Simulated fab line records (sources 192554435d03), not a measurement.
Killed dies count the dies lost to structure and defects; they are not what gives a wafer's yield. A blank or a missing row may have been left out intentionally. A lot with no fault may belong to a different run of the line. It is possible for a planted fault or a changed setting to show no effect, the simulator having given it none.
Chamber matching ; flow n5 finfet ; N5_BEOL_M7_CURE_74 on uv cure-03 has 3 sister chambers
The step cures SiCOH lowk, time 240 s. 3 wafers are shown with their chamber, then 8 later ones without.

== WAFERS PAIRED WITH THEIR CHAMBERS ==
wafer;chamber;wafer_temp_C_max
L074.6;1;388.3
L083.4;0;387.5
L089.3;2;388.6

== WAFERS WITH NO CHAMBER GIVEN ==
wafer;wafer_temp_C_max
L089.4;388.1
L089.6;387.8
L096.4;387.7
L096.5;387.1
L096.6;387.8
L097.1;387.9
L097.4;387.7
L097.5;389.1

== CHAMBER TAKEN BY EACH ==
wafer;from the rows above;in truth
L089.4;can't be placed: 1 or 2 or 0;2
L089.6;can't be placed: 0 or 1 or 2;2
L096.4;can't be placed: 0 or 1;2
L096.5;0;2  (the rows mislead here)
L096.6;can't be placed: 0 or 1 or 2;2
L097.1;can't be placed: 0 or 1 or 2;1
L097.4;can't be placed: 0 or 1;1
L097.5;can't be placed: 2 or 1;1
Placed correctly: 0 of 8. Unplaceable from these rows: 7, with the true chamber sitting among the candidates in 6. Placed wrongly: 1.
How it was worked out, from the rows above alone: a wafer's distance from a chamber is the root of the sum, over the readings, of the square of ((its reading less the chamber's mean) divided by the reading's scatter). The wafer belongs to the nearest chamber; if the next one is less than 2 further off, it can't be placed. A chamber's mean is the mean of its shown wafers. The scatter: with one shown wafer a chamber, the root of the mean of the squares of how far each hidden wafer lies from its nearest shown one.
